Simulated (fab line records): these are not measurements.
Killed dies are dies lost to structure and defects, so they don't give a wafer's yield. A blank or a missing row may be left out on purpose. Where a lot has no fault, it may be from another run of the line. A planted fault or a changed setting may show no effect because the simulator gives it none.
Comparing a struck lot with a sound one	flow nandHarc	15 out of 1302 route steps
Sound: wafers L864.1, L864.3, L864.4. Struck: wafer L856.6. (L856.2, L856.3 of the same lot were not struck and are left out.) The cause comes at the end.
Each step with rows lists, per side, the tool, then ch with its chambers, then its first start. Under that, the readings that differ: sound wafers	struck wafers	difference of the means	sigmas: that difference in standard deviations of wafers without a fault.
alike: words and numbers the same on both sides, and readings whose means are apart by under 2 such deviations; not compared: readings that were withheld, readings missing a value for some wafer, numbers with overlapping values and no deviation given by the record, and bounds like >300 which may hide the same value.
A row with sigmas, a row that says differs or no value, or rows on one side alone: a step with any of these is where the two part. Numbers that don't overlap but have no deviation are shown without sigmas and don't part them. A reading that every wafer of one side lacks parts them only if that side has two wafers or more.

first, 1 step without rows for these wafers: NHARC_A_ONON_D1_DEP_00 (target thk 1000 nm).
NHARC_A_ONON_D1_THK_MEAS_02: measures by ellipsometry.
  sound on filmMetro-02 at day 13 20:28; struck on filmMetro-01 at day 10 02:25
reading	sound	struck	difference	sigmas
thkNm (nm)	994 996 996	1010	+15	+2
next comes 1 step that has no rows for these wafers: NHARC_A_ONON_D1_DEP_03 (target thickness 1000 nm).
NHARC_A_ONON_D1_THK_MEAS_05: measures by ellipsometry.
  sound on filmMetro-02 at day 13 21:02; struck on filmMetro-02 at day 10 02:59
reading	sound	struck	difference	sigmas
thkNm (nm)	980 978 979	1004	+25	+3
next comes 1 step that has no rows for these wafers: NHARC_A_ONON_D1_DEP_06 (target thickness 1000 nm).
NHARC_A_ONON_D1_THK_MEAS_08: measures by ellipsometry.
  sound on filmMetro-01 at day 13 21:36; struck on filmMetro-01 at day 10 03:33
  alike: thkNm
next comes 1 step that has no rows for these wafers: NHARC_A_ONON_D1_DEP_09 (target thickness 1000 nm).
NHARC_A_ONON_D1_THK_MEAS_11: measures by ellipsometry.
  sound on filmMetro-02 at day 13 22:10; struck on filmMetro-02 at day 10 04:07
reading	sound	struck	difference	sigmas
thkNm (nm)	1023 1025 1025	980	-44	-4
next comes 1 step that has no rows for these wafers: NHARC_A_ONON_D1_DEP_12 (target thickness 1000 nm).
NHARC_A_ONON_D1_THK_MEAS_14: measures by ellipsometry.
  sound on filmMetro-02 at day 13 22:44; struck on filmMetro-02 at day 10 04:41
  alike: thkNm
then, 1 step without rows for these wafers: NHARC_A_ONON_D1_ANNEAL_15 (time 3600 s).
NHARC_A_ONON_D1_DEP_16: target thk 1000 nm.
  sound on pecvdOnon-02 ch 0, day 14 06:01; struck on pecvdOnon-01 ch 0, day 10 12:00
NHARC_A_ONON_D1_THK_MEAS_18: measures by ellipsometry.
  sound on filmMetro-02 at day 14 06:32; struck on filmMetro-01 at day 10 12:27
reading	sound	struck	difference	sigmas
thkNm (nm)	1014 1010 1012	1498	+486	+49
next comes 1 step that has no rows for these wafers: NHARC_A_ONON_D1_DEP_19 (target thickness 1000 nm).
-- break in the record here, with 16 days between the starts of the struck wafers on either side (left off in module A_ONON_D1, picked up again in module END, where the first step shown is number 1302 on the route) --
NHARC_END_SORT_01:
  only the struck wafers appear in the record here, on prober-01 ch 0 at day 26 14:01; the sound ones have no rows

## WHERE THEY PART
At NHARC_A_ONON_D1_THK_MEAS_02 first; at NHARC_END_SORT_01 last (within this record only).

WHY: the cause the simulator had injected
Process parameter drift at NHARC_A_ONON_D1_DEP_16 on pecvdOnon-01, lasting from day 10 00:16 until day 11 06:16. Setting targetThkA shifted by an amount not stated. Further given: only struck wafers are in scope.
